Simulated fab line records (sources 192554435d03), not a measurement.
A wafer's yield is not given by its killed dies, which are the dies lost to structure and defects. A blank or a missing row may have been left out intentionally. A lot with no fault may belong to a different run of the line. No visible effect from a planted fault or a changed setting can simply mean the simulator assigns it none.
A struck lot beside a sound one    flow n5-finfet    36 out of 1938 route steps
Sound: the wafers L544.2, L544.3, L544.6. Struck: wafers L562.1, L562.4. (L562.2 of the same lot was not struck and is left out.) The cause comes at the end.
Order at every step that has rows: each side's tool, ch and its chambers, its first start. Under that, the readings that differ: sound wafers    struck wafers    difference of the means    sigmas: that difference in standard deviations of wafers without a fault.
alike: readings whose means differ by less than 2 such deviations, and words and numbers that are the same on both sides. not compared: withheld readings, readings that some wafer has no value for, bounds like >300 that may hide the same value, and numbers for which the record gives no deviation and whose values overlap.
A row with sigmas, a row that says differs or no value, or rows on one side alone: a step with any of these is where the two part. Numbers that don't overlap but have no deviation are shown without sigmas and don't part them. A reading that every wafer of one side lacks parts them only if that side has two wafers or more.

first, 9 steps without rows for these wafers: N5_BEOL_M11_ALD_74 (deposits TaN, target thk 2 nm, pulse time 2 s, purge time 3 s); N5_BEOL_M11_SURFACE_TREAT_76; N5_BEOL_M11_CVD_75 (deposits Co from CCTBA/H2, target thk 2 nm, time 138.9 s); N5_BEOL_M11_SPUTTER_48 (material Cu, target thk 12 nm, time 2 s); N5_BEOL_M11_ECD_50 (material Cu, target thk 318 nm); N5_BEOL_M11_ANNEAL_51 (time 90 s); N5_BEOL_M11_CMP_52 (polishes, stops on SiCOH lowk, t overpolish 7 s, target thk 140 nm); N5_BEOL_M11_PRE_CLEAN_55 (time 15 s); N5_BEOL_M11_DEP_56 (deposits SiCN from 3MS/NH3, target thk 30 nm, time 10.5 s).
N5_BEOL_M12_ILD_DEP_00: deposits SiOC from DEMS/O2, target thk 658.92 nm, time 130.7 s.
  sound on pecvd-04 ch 0,1,2, day 11 13:59; struck on pecvd-04 ch 1, day 16 15:23
reading                                        sound              struck       difference  sigmas
run-length-s (s)                               175.8 175.8 176.4  197.2 197.1  +21.1       +41
model.SiOC_of_BEOL_M12_ILD_DEP_00.thk-nm (nm)  654.4 659.6 663.2  762.2 767.8  +105.9      
  alike: heater-power-w, showerhead-plenum-p-Torr, throttle-valve-pct
N5_BEOL_M12_THK_MEAS_01:
  struck on film-metro-01, day 16 15:31; sound on film-metro-02, day 11 14:07
reading           sound        struck   difference  sigmas
M12_ILD_THK (nm)  654 660 663  762 768  +106        +13
then, 10 steps without rows for these wafers: N5_BEOL_M12_COAT_58 (time 60 s, resist thk 89 nm); N5_BEOL_M12_COAT_04 (resist thk 400 nm); N5_BEOL_M12_EBR_06; N5_BEOL_M12_SOFTBAKE_05 (time 60 s); N5_BEOL_M12_EXPOSE_07 (exposes mask V11); N5_BEOL_M12_PEB_08 (peb time 90 s); N5_BEOL_M12_DEVELOP_09 (develop time 45 s); N5_BEOL_M12_HARDBAKE_14 (time 120 s); N5_BEOL_M12_DESCUM_15 (chemistry O2, time 7.9 s); N5_BEOL_M12_ETCH_59 (etches BARC in N2/H2, target depth 89 nm, overetch 26.7 nm, time 67.9 s).
N5_BEOL_M12_VIA_ETCH_16: etches SiOC in C4F8/O2/Ar, target depth 724.8 nm.
  sound on rie-diel-02 ch 1,2,3, day 11 14:47; struck on rie-diel-05 ch 2,3, day 16 15:59
reading                                     sound              struck       difference  sigmas
model.etch.depth-nm (nm)                    654.3 659.6 663.1  762.2 767.8  +106.0      
model.coat_of_BEOL_M12_COAT_04.thk-nm (nm)  127.4 124.6 125.2  91.6 90.6    -34.6       
  alike: O2_flow_sccm, drypump-motor-current-A, oes-product-au, rf-vpp-V, showerhead-plenum-p-Torr, throttle-valve-pct
N5_BEOL_M12_STRIP_63: strips in N2/H2.
  sound on plasma-asher-01 ch 0,1, day 11 14:59; struck on plasma-asher-01 ch 0,1, day 16 16:11
reading                       sound              struck       difference  sigmas
oes-product-au (a.u.)         0.697 0.695 0.692  0.683 0.685  -0.011      -2
strip-time-to-endpoint-s (s)  43.7 42.9 43.1     33.8 33.6    -9.5        -12
  alike: drypump-motor-current-A, heater-power-w
  not compared: rf-hours-counter-h
then, 12 steps without rows for these wafers: N5_BEOL_M12_STRIP_64 (strips in N2/H2); N5_BEOL_M12_STRIP_71 (strips in post etch residue remover, time 60 s); N5_BEOL_M12_SRD_72 (time 30 s, dry time 30 s); N5_BEOL_M12_COAT_65 (time 60 s, resist thk 300 nm); N5_BEOL_M12_COAT_66 (time 60 s, resist thk 110 nm); N5_BEOL_M12_COAT_22 (resist thk 300 nm); N5_BEOL_M12_EBR_24; N5_BEOL_M12_SOFTBAKE_23 (time 60 s); N5_BEOL_M12_EXPOSE_25 (exposes mask M12); N5_BEOL_M12_PEB_26 (peb time 90 s); N5_BEOL_M12_DEVELOP_27 (develop time 45 s); N5_BEOL_M12_HARDBAKE_32 (time 120 s).
N5_BEOL_M12_CMP_49: polishes, stops on SiOC, t overpolish 20.6 s, target thk 320 nm.
  sound on cmp-01 ch 0,3, day 11 19:15; struck on cmp-02 ch 2,3, day 16 23:55
reading                                        sound              struck       difference  sigmas
model.SiOC_of_BEOL_M12_ILD_DEP_00.thk-nm (nm)  593.8 599.6 603.4  702.2 708.2  +106.3      
  alike: motor-current-A, slurry-filter-dp-kPa

== WHERE THEY PART ==
Last at N5_BEOL_M12_STRIP_63 as far as this record goes, first at N5_BEOL_M12_ILD_DEP_00. Later steps at which nothing parts them and some readings are alike: N5_BEOL_M12_CMP_49.

WHY: the cause the simulator had injected
pecvd-04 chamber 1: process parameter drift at N5_BEOL_M12_ILD_DEP_00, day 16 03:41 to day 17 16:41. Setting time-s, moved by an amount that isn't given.
